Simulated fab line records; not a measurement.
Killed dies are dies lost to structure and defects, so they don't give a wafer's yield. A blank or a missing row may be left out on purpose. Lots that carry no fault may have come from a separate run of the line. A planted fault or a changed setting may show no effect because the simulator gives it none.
Struck lot and sound lot, side by side | flow n5Finfet | 22 steps out of a route of 1938
Sound: wafers L994.2, L994.3, L994.6. The struck wafers were L991.1, L991.4, L991.5. The cause is given at the end.
Per side, at each step with rows, come the tool, then ch with its chambers, and then its first start. Under that, the readings that differ: sound wafers | struck wafers | difference of the means | sigmas: that difference in standard deviations of wafers without a fault.
alike: readings whose means differ by less than 2 such deviations, and words and numbers that are the same on both sides. not compared: withheld readings, readings that some wafer has no value for, bounds like >300 that may hide the same value, and numbers for which the record gives no deviation and whose values overlap.
Wherever a step has rows on one side only, a row that says differs or no value, or a row with sigmas, the two part there. Non-overlapping numbers with no deviation appear without sigmas and do not part them. A reading missing from all wafers of one side parts the sides only when that side holds two or more wafers.

first, 11 steps without rows for these wafers: N5_BEOL_M3_DESCUM_16 (chemistry O2, time 7 s); N5_BEOL_M3_ETCH_74 (etches underlayer in N2/H2, target depth 6.5 nm, time 5.2 s); N5_BEOL_M3_ETCH_63 (etches SiARC in CF4, target depth 15.6 nm, time 26 s); N5_BEOL_M3_ETCH_64 (etches SOC in N2/H2, target depth 75 nm, overetch 15 nm, time 112.5 s); N5_BEOL_M3_STRIP_65 (strips in N2/H2); N5_BEOL_M3_STRIP_75 (strips in N2/H2); N5_BEOL_M3_STRIP_66 (strips in CF4); N5_BEOL_M3_HM_OPEN_17 (chemistry Cl2/BCl3, target TiN, target depth 20 nm, overetch 6 nm); N5_BEOL_M3_STRIP_19 (strips in O2); N5_BEOL_M3_COAT_67 (time 60 s, resist thk 60 nm); N5_BEOL_M3_COAT_68 (time 60 s, resist thk 12 nm).
N5_BEOL_M3_COAT_76: time 60 s, resist thk 5 nm.
  sound on lithoTrack-05 ch 0, day 11 10:23; struck on lithoTrack-03 ch 0, day 11 00:15
reading            | sound                | struck               | difference | sigmas
spinSpeedRpm (rpm) | 1501.6 1502.4 1502.3 | 1547.0 1546.0 1546.4 | +44.4      | +40
  alike: resistLineTempC
then, 7 steps without rows for these wafers: N5_BEOL_M3_COAT_22 (resist thk 30 nm); N5_BEOL_M3_EBR_24; N5_BEOL_M3_SOFTBAKE_23 (time 60 s); N5_BEOL_M3_EXPOSE_25 (exposes mask V2, defocus 5 nm); N5_BEOL_M3_PEB_26 (peb time 60 s); N5_BEOL_M3_DEVELOP_27 (develop time 30 s); N5_BEOL_M3_DESCUM_33 (chemistry O2, time 7 s).
N5_BEOL_M3_ETCH_77: etches underlayer in N2/H2, target depth 6.5 nm, time 5.2 s.
  sound on rieDiel-02 ch 0,1,3, day 11 10:50; struck on rieDiel-02 ch 0,3, day 11 00:49
reading                 | sound             | struck            | difference | sigmas
model.etch.depthNm (nm) | 5.008 5.012 5.014 | 4.913 4.889 4.908 | -0.108     | 
  alike: drypumpMotorCurrentA, etchRfOnTimeS, oesProductAu, rfVppV, showerheadPlenumPTorr, throttleValvePct
  not compared: rfHoursCounterH
then, 1 step without rows for these wafers: N5_BEOL_M3_ETCH_69 (etches SiARC in CF4, target depth 15.6 nm, time 26 s).
N5_BEOL_M4_RC_MEAS_101:
  sound on prober-02 ch 0, day 12 11:56; struck on prober-02 ch 0, day 11 13:29
  alike: DIBL_N, DIBL_P, IOFF_N, IOFF_P, ION_N, ION_P, SS_N, SS_P, VT_N, VT_P

WHERE THEY PART
Only at N5_BEOL_M3_COAT_76, as far as this record shows. Later steps at which nothing parts them and some readings are alike: N5_BEOL_M3_ETCH_77, N5_BEOL_M4_RC_MEAS_101.

WHY: what had been put in by the simulator
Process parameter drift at N5_BEOL_M3_COAT_76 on lithoTrack-03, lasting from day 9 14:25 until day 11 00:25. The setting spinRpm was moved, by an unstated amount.
